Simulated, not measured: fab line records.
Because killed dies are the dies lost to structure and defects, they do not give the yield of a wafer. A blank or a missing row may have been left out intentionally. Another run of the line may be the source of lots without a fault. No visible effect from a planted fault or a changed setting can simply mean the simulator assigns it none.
fab line records	flow n5_finfet
[record] lots = 9	wafers = 27	last_day = 20
route steps=1938 shown HKMG_FIN@448 BEOL_M4@1111 PASSIVATION@1936
lots with no fault: from the same line, run without faults
start_h: the number of hours between the record's first day and the start of the first shown wafer of the lot	wait_h: hours from the lot's prior step to this one	" unchanged from the row above	L1.1+2: one row covering several wafers at once	- no value, or no start given	* or withheld: withheld	< > ~ a bound
route shown NAME@n: names a module that has steps shown in the file, with the first one's number in the route	usual: mean/standard deviation of fault-free wafers	same: alike in all rows	chamber/n: place in a boat	sites: per-site readings	_std_site: standard deviation across them	_edge_site: the outer-site mean with the inner-site mean subtracted	radius_mm: for every site, how far away it sits from the centre of the wafer	mask NAME#n: copy n	behind: the most recent tool/chamber to have shaped the wafer	hold: what put the lot on hold/how long, in hours/how the hold closed	device: the transistor (n, p or np) that didn't switch	end of line: the route-end tests of the same wafers	for a step that has no rows: nothing shown but its recipe	killed: the dies lost at the first sort to structure and to defects; this is not the yield of the wafer	map: a wafer's dies, x killed, . not, _ none there
set.NAME: the setting that was run; set.NAME@STEP: the one run at that earlier step	model.NAME: the simulator's own value behind a step, which no gauge read
one table for each step of the route and one row for each wafer, over a sample of lots
services: when a tool's chamber went out of use (start_h, in hours from the record's first day, below 0 if earlier), for how many hours, and the reason
[[steps]]
[step N5_HKMG_FIN_NWFM_ALD_20]
[recipe] material = TiAlC	target_thk_a = 20	temp_c = 300	ald_precursor_family = TiCl4	ald_co_reactant = TEA	pulse_time_s = 3	purge_time_s = 2	co_reactant_purge_time_s = 2	co_reactant_pulse_time_s = 10	ald_cycles = 7	pressure_torr = 3
[usual] ald_cycles = 7/0	chamber_pressure_Torr = 2.999/0.0059	heater_power_w = 472/62	precursor_pulse_height_rel = 1.000/0.02
lot.wafer	tool	chamber	start_h	wait_h	ald_cycles	chamber_pressure_Torr	heater_power_w	precursor_pulse_height_rel
L798.2	ald_metal-01	2	83.16	0.3	7	3.000	512	0.963
L798.4	"	3	"	"	7	2.999	499	0.982
L798.5	"	0	"	"	7	2.987	413	1.013
L804.2	ald_metal-02	2	121.32	0.3	7	2.992	463	1.014
L804.3	"	1	"	"	7	2.995	473	1.018
L804.4	"	2	"	"	7	2.996	450	1.000
L805.3	ald_metal-03	3	128.67	0.1	7	2.990	362	1.014
L805.5	"	2	"	"	7	3.012	583	1.004
L805.6	"	1	"	"	7	2.988	480	1.024
L807.3	ald_metal-03	3	141.69	0.1	7	2.999	365	1.012
L807.5	"	3	"	"	7	3.003	362	1.000
L807.6	"	0	"	"	7	3.017	425	1.002
L813.4	ald_metal-03	1	173.69	0.1	7	3.008	480	1.004
L813.5	"	1	"	"	7	2.996	478	1.021
L813.6	"	0	"	"	7	3.006	433	0.990
L815.3	ald_metal-03	0	188.04	0.2	7	3.008	425	1.006
L815.4	"	3	"	"	7	3.002	363	0.970
L815.5	"	3	"	"	7	3.000	370	0.989
L817.1	ald_metal-01	0	198.04	0.3	7	2.990	419	0.993
L817.2	"	3	"	"	7	2.994	505	0.997
L817.6	"	2	"	"	7	3.000	522	1.044
L818.2	ald_metal-01	0	204.73	0.3	7	3.006	420	0.969
L818.3	"	1	"	"	7	3.003	419	0.990
L818.6	"	2	"	"	7	2.991	514	0.970
L820.1	ald_metal-02	1	222.02	0.3	7	2.990	457	1.015
L820.2	"	3	"	"	7	2.997	586	1.005
L820.4	"	3	"	"	7	3.002	553	1.015
[step N5_HKMG_FIN_STRIP_90]
[recipe] chemistry = N2/H2	material = SOC	time_s = 20	power_w = 500	temp_c = 40	pressure_mtorr = 50	rf_frequency_hz = 6e+07	bias_power_w = 8	h2_frac = 0.5	n2_flow_sccm = 300	h2_flow_sccm = 300
[usual] drypump_motor_current_A = 5.8/0.38	h2_flow_sccm = 300.0/0.9	oes_product_au = 0.78/0.094	rf_vpp_V = 54.4/0.84	showerhead_plenum_p_Torr = 3.42/0.09	throttle_valve_pct = 18.9/0.32
lot.wafer	tool	chamber	start_h	wait_h	drypump_motor_current_A	h2_flow_sccm	oes_product_au	rf_hours_counter_h	rf_vpp_V	showerhead_plenum_p_Torr	throttle_valve_pct
L798.2	rie_diel-04	0	83.66	0.0	6.1	301.2	0.68	245	53.3	3.44	19.2
L798.4	"	2	"	"	5.9	300.1	0.75	165	53.8	3.33	19.3
L798.5	"	3	"	"	5.5	300.4	0.68	-	53.5	3.43	18.8
L804.2	rie_diel-04	0	121.82	0.0	6.1	300.8	1.01	3	53.1	3.44	18.8
L804.3	"	3	"	"	5.5	299.3	0.67	247	55.0	3.42	18.8
L804.4	"	1	"	"	6.2	300.3	0.75	176	55.4	3.48	19.1
L805.3	rie_diel-04	2	129.17	0.0	5.9	299.1	0.73	183	53.7	3.32	19.3
L805.5	"	2	"	"	5.9	300.7	0.73	-	54.4	3.32	19.3
L805.6	"	1	"	"	6.2	299.4	0.74	-	54.1	3.48	19.1
L807.3	rie_diel-01	3	142.19	0.0	5.3	301.5	0.92	32	54.2	3.41	18.7
L807.5	"	1	"	"	5.3	299.3	0.74	-	55.6	3.46	19.1
L807.6	"	2	"	"	5.9	298.5	0.84	-	54.4	3.56	18.6
L813.4	rie_diel-04	3	174.18	0.0	5.5	300.0	0.92	8	53.4	3.41	18.4
L813.5	"	3	"	"	5.5	301.0	0.91	-	55.2	3.41	18.4
L813.6	"	0	"	"	6.1	299.3	0.93	-	54.9	3.42	18.8
L815.3	rie_diel-04	1	188.62	0.0	6.2	300.7	0.74	202	54.9	3.47	19.2
L815.4	"	0	"	"	6.1	300.1	0.91	30	52.6	3.42	18.8
L815.5	"	0	"	"	6.1	300.3	0.92	-	55.1	3.42	18.8
L817.1	rie_diel-01	2	198.57	0.0	5.9	301.2	0.81	72	53.8	3.54	18.6
L817.2	"	0	"	"	5.9	300.1	0.88	30	53.6	3.55	18.5
L817.6	"	1	"	"	5.3	301.1	0.70	-	56.4	3.44	19.2
L818.2	rie_diel-04	3	205.23	0.0	5.5	300.3	0.88	18	54.2	3.41	18.4
L818.3	"	0	"	"	6.0	300.6	0.91	35	55.1	3.42	18.8
L818.6	"	2	"	"	5.9	298.8	0.71	-	53.3	3.31	19.4
L820.1	rie_diel-06	3	222.52	0.0	4.9	299.6	0.69	219	54.2	3.18	18.6
L820.2	"	2	"	"	5.6	299.9	0.97	3	53.7	3.45	18.7
L820.4	"	2	"	"	5.6	299.7	0.97	-	53.5	3.45	18.7
[step N5_HKMG_FIN_STRIP_69]
[recipe] chemistry = N2/H2	power_w = 2500	temp_c = 300	h2_frac = 0.65	time_s = 360	pressure_mtorr = withheld	n2_flow_sccm = 1750	h2_flow_sccm = 3250
[usual] drypump_motor_current_A = 5.8/0.46	h2_flow_sccm = 3249/10	heater_power_w = 478/29
lot.wafer	tool	chamber	start_h	wait_h	drypump_motor_current_A	h2_flow_sccm	heater_power_w	rf_hours_counter_h
L798.2	plasma_asher-02	0	83.96	0.1	5.2	3255	506	40
L798.4	"	1	"	"	5.9	3265	447	-
L798.5	"	1	"	"	5.9	3251	456	-
L804.2	plasma_asher-01	0	122.13	0.1	5.6	3251	443	97
L804.3	"	1	"	"	6.5	3233	513	-
L804.4	"	0	"	"	5.6	3241	444	-
L805.3	plasma_asher-01	1	129.59	0.2	6.5	3251	497	-
L805.5	"	0	"	"	5.6	3246	454	-
L805.6	"	1	"	"	6.5	3270	494	-
L807.3	plasma_asher-02	0	142.61	0.2	5.3	3250	506	-
L807.5	"	0	"	"	5.2	3231	505	-
L807.6	"	1	"	"	5.9	3260	455	-
L813.4	plasma_asher-02	0	174.61	0.2	5.3	3252	510	-
L813.5	"	1	"	"	5.9	3243	449	-
L813.6	"	0	"	"	5.2	3259	512	-
L815.3	plasma_asher-02	1	189.04	0.2	5.9	3239	442	-
L815.4	"	0	"	"	5.2	3250	514	-
L815.5	"	1	"	"	5.9	3237	443	-
L817.1	plasma_asher-01	0	198.86	0.1	5.6	3253	446	112
L817.2	"	1	"	"	6.4	3229	498	112
L817.6	"	0	"	"	5.6	3237	454	-
L818.2	plasma_asher-01	0	205.53	0.1	5.6	3235	456	113
L818.3	"	0	"	"	5.6	3247	444	-
L818.6	"	0	"	"	5.6	3249	449	-
L820.1	plasma_asher-01	1	222.82	0.1	6.4	3261	500	117
L820.2	"	0	"	"	5.6	3255	461	117
L820.4	"	1	"	"	6.5	3263	508	-
[step N5_HKMG_FIN_ALD_21]
[recipe] material = TiN	target_thk_a = 15	temp_c = 400	ald_precursor_family = TiCl4	ald_co_reactant = NH3	pulse_time_s = 1	purge_time_s = 3	co_reactant_purge_time_s = 2	co_reactant_pulse_time_s = 2	ald_cycles = 68	pressure_torr = 3
[usual] ald_cycles = 68/0	chamber_pressure_Torr = 3.000/0.0068	heater_power_w = 849/120	precursor_pulse_height_rel = 1.002/0.019
lot.wafer	tool	chamber	start_h	wait_h	ald_cycles	chamber_pressure_Torr	heater_power_w	precursor_pulse_height_rel
L798.2	ald_metal-02	3	84.35	0.3	68	3.001	1011	0.985
L798.4	"	1	"	"	68	3.006	820	1.026
L798.5	"	2	"	"	68	2.985	793	1.007
L804.2	ald_metal-03	0	122.51	0.3	68	2.996	740	0.991
L804.3	"	3	"	"	68	2.995	635	1.039
L804.4	"	2	"	"	68	3.001	1059	1.006
L805.3	ald_metal-02	1	129.86	0.1	68	2.993	826	1.018
L805.5	"	1	"	"	68	2.987	823	0.945
L805.6	"	0	"	"	68	3.005	895	0.970
L807.3	ald_metal-03	2	142.87	0.1	68	2.996	1056	1.000
L807.5	"	0	"	"	68	3.005	750	0.998
L807.6	"	3	"	"	68	3.015	668	0.986
L813.4	ald_metal-02	3	174.87	0.1	64	3.004	1010	1.012
L813.5	"	0	"	"	64	3.009	896	1.031
L813.6	"	1	"	"	64	2.999	818	0.997
L815.3	ald_metal-02	3	189.31	0.1	64	3.003	1022	1.016
L815.4	"	1	"	"	64	3.015	813	0.987
L815.5	"	1	"	"	64	3.002	828	0.950
L817.1	ald_metal-03	2	199.25	0.3	68	3.009	1036	1.030
L817.2	"	1	"	"	68	3.001	842	1.015
L817.6	"	3	"	"	68	2.984	645	0.994
L818.2	ald_metal-03	2	205.91	0.3	68	3.008	1059	1.029
L818.3	"	3	"	"	68	3.003	640	0.991
L818.6	"	2	"	"	68	3.002	1065	1.029
L820.1	ald_metal-01	0	223.20	0.3	68	3.004	736	1.015
L820.2	"	1	"	"	68	3.005	754	0.983
L820.4	"	3	"	"	68	3.003	878	0.990
[step N5_BEOL_M4_RC_MEAS_101]
[usual] DIBL_N = 36.0/1.9	DIBL_P = 35.6/2.2	IOFF_N = 0.15/0.031	IOFF_P = 0.19/0.032	ION_N = 668/11	ION_P = 455/7.2	SS_N = 71.5/0.65	SS_P = 73.4/0.64	VT_N = 251/3.6	VT_P = -253/3.3
lot.wafer	tool	chamber	start_h	wait_h	DIBL_N[mV/V]	DIBL_P[mV/V]	IOFF_N[nA/um]	IOFF_P[nA/um]	ION_N[uA/um]	ION_P[uA/um]	SS_N[mV/dec]	SS_P[mV/dec]	VT_N[mV]	VT_P[mV]
L798.2	prober-02	0	193.89	0.2	35.0	34.2	0.11	0.14	661	445	72.1	72.7	258	-259
L798.4	"	0	"	"	35.1	34.4	0.12	0.14	658	444	71.0	72.9	254	-256
L798.5	"	0	"	"	36.2	36.1	0.13	0.16	669	453	71.8	73.5	252	-258
L804.2	prober-01	0	246.14	0.2	35.6	33.8	0.12	0.16	663	451	71.1	72.4	253	-256
L804.3	"	0	"	"	35.2	34.4	0.12	0.16	653	453	70.9	73.9	254	-254
L804.4	"	0	"	"	37.1	36.4	0.16	0.20	662	452	71.8	73.0	251	-253
L805.3	prober-02	0	248.01	0.3	34.0	33.2	0.12	0.19	650	452	71.2	72.7	255	-251
L805.5	"	0	"	"	34.2	32.6	0.12	0.17	660	453	71.1	72.7	257	-255
L805.6	"	0	"	"	32.9	32.8	0.11	0.17	665	458	71.4	72.7	254	-254
L807.3	prober-01	0	288.47	0.3	33.1	33.0	0.11	0.17	663	455	70.5	72.5	251	-254
L807.5	"	0	"	"	33.8	33.7	0.12	0.17	661	454	71.3	73.3	250	-253
L807.6	"	0	"	"	32.3	31.0	0.10	0.14	658	449	70.5	73.1	255	-256
L813.4	prober-01	0	308.79	0.5	34.9	35.3	0.14	0.18	667	454	71.1	73.0	251	-253
L813.5	"	0	"	"	35.5	36.0	0.15	0.20	662	450	71.2	73.4	249	-248
L813.6	"	0	"	"	33.6	34.6	0.13	0.18	667	461	71.0	73.0	251	-252
L815.3	prober-02	0	313.97	0.3	39.8	39.7	0.22	0.24	700	467	71.8	74.1	248	-250
L815.4	"	0	"	"	38.8	38.4	0.18	0.24	674	462	72.7	74.6	248	-252
L815.5	"	0	"	"	38.1	37.0	0.17	0.20	671	458	71.4	73.9	250	-253
L817.1	prober-02	0	322.43	0.0	35.0	34.7	0.14	0.19	672	460	71.3	73.9	254	-254
L817.2	"	0	"	"	35.7	34.8	0.15	0.18	666	452	72.6	74.2	251	-253
L817.6	"	0	"	"	36.2	35.4	0.14	0.19	658	449	71.9	73.3	256	-252
L818.2	prober-02	0	325.97	0.2	38.4	38.5	0.20	0.25	679	460	72.8	73.9	247	-249
L818.3	"	0	"	"	35.8	34.8	0.15	0.20	679	463	71.7	73.3	251	-251
L818.6	"	0	"	"	36.5	36.0	0.17	0.22	675	465	72.1	74.1	250	-252
L820.1	prober-01	0	361.52	0.0	34.9	33.6	0.13	0.17	671	460	71.2	73.1	250	-252
L820.2	"	0	"	"	34.3	33.6	0.12	0.18	653	451	70.9	73.2	254	-253
L820.4	"	0	"	"	37.0	36.7	0.16	0.24	684	469	71.4	74.6	248	-246
[step N5_PASSIVATION_PROBE_49]
[usual] defect_limited_yield = 91.3/1.4	killed_at_M0_to_M3 = 34/10	killed_at_M4_up = 14/5.5	killed_at_contacts = 12/6	killed_at_front_end = 40/10	killed_at_other = 3.0/2.4	killed_dies = 103/17	killed_open = 68/13	killed_short = 34/7.8	sort_bin_5_function = 5.1/0.97	sort_bin_6_memory = 3.3/0.66	sort_n_pass = 1077/17	sort_yield_pct = 91.2/1.4
[same] gross_dies = 1180	killed_at_back_side = 0	sort_bin_4_leakage[%] = 0	sort_bin_8_speed[%] = 0
lot.wafer	tool	chamber	start_h	wait_h	defect_limited_yield[%]	killed_at_M0_to_M3	killed_at_M4_up	killed_at_contacts	killed_at_front_end	killed_at_other	killed_dies	killed_open	killed_short	sort_bin_5_function[%]	sort_bin_6_memory[%]	sort_n_pass	sort_yield_pct[%]
L804.2	prober-01	-	346.34	0.1	91.6	30	13	26	29	1	99	78	21	4.8	3.6	1081	91.6
L804.3	prober-01	-	346.39	0.1	92.6	34	9	21	21	2	87	63	24	3.2	4.1	1093	92.6
L804.4	prober-01	-	346.44	0.2	91.9	30	18	18	27	2	95	65	28	5.2	2.8	1085	91.9
// killed by level:class
L804.2 MOL_CONTACT_COAG:geometric_particle:open=22 FIN_SAQP:geometric_particle:open=7 BEOL_M3:geometric_particle:open=7 BEOL_M1:geometric_particle:open=6 BEOL_M4:geometric_particle:open=5 STI_FIN_REVEAL:geometric_particle:open=4 MOL_CONTACT_COAG:geometric_particle:short=4 BEOL_M0_SAQP:geometric_particle:open=4
L804.3 MOL_CONTACT_COAG:geometric_particle:open=19 BEOL_M3:geometric_particle:open=8 BEOL_M1:geometric_particle:open=7 BEOL_M0_SAQP:geometric_particle:open=5 BEOL_M0_SAQP:geometric_particle:short=5 STI_FIN_REVEAL:geometric_particle:open=4 FIN_SAQP:geometric_particle:open=3 GATE_CUT:geometric_particle:short=3
L804.4 MOL_CONTACT_COAG:geometric_particle:open=15 BEOL_M0_SAQP:geometric_particle:short=9 FIN_SAQP:geometric_particle:open=7 BEOL_M3:geometric_particle:open=7 BEOL_M4:geometric_particle:open=6 GATE_CUT:geometric_particle:short=6 STI_FIN_REVEAL:geometric_particle:open=3 MOL_CONTACT_COAG:geometric_particle:short=3
[[services]]
tool	chamber	start_h	hours	kind
ald_metal-01	1	82.87	5.1	repair
plasma_asher-02	-	85.02	28.1	pm
rie_diel-01	1	88.33	1.7	repair
ald_metal-02	3	97.31	26.2	repair
rie_diel-04	0	98.61	-	clean
rie_diel-04	0	98.61	-	consumable_replace:focus_ring
rie_diel-04	0	98.61	15.3	scheduled_down
rie_diel-04	0	98.61	15.3	vent_cycle
rie_diel-01	0	99.46	-	clean
rie_diel-01	1	111.49	9.7	repair
rie_diel-04	3	130.10	-	clean
rie_diel-04	3	130.10	-	consumable_replace:focus_ring
rie_diel-04	3	130.10	23.7	scheduled_down
rie_diel-04	3	130.10	23.7	vent_cycle
rie_diel-06	0	130.10	4.0	repair
plasma_asher-02	-	145.98	1.2	repair
rie_diel-01	3	156.77	43.4	repair
rie_diel-04	1	171.89	1.4	repair
rie_diel-06	3	181.80	17.0	repair
ald_metal-02	3	198.45	-	calibration
rie_diel-01	-	202.64	0.5	repair
ald_metal-01	-	210.02	1.2	pm
ald_metal-02	2	212.41	186.2	repair
ald_metal-03	0	214.25	-	calibration
[[key]]
[first_sign] step = N5_HKMG_FIN_ALD_21	reading = ald_cycles	direction = down	sigmas = 99+	usual = *	struck = *
effect none on later readings
met_at N5_HKMG_FIN_ALD_21
struck_lots L813,L815
not_acting_at N5_HKMG_FIN_NWFM_ALD_20,N5_HKMG_FIN_STRIP_90,N5_HKMG_FIN_STRIP_69
onset_between 129.86 174.87
[fault] kind = process_parameter_drift	tool = ald_metal-02	chamber = -	onset_h = 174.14	steps = N5_HKMG_FIN_ALD_21	channel = ald_cycles	offset = *	shape = step	end_h = 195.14	acts_in = *	stated = *
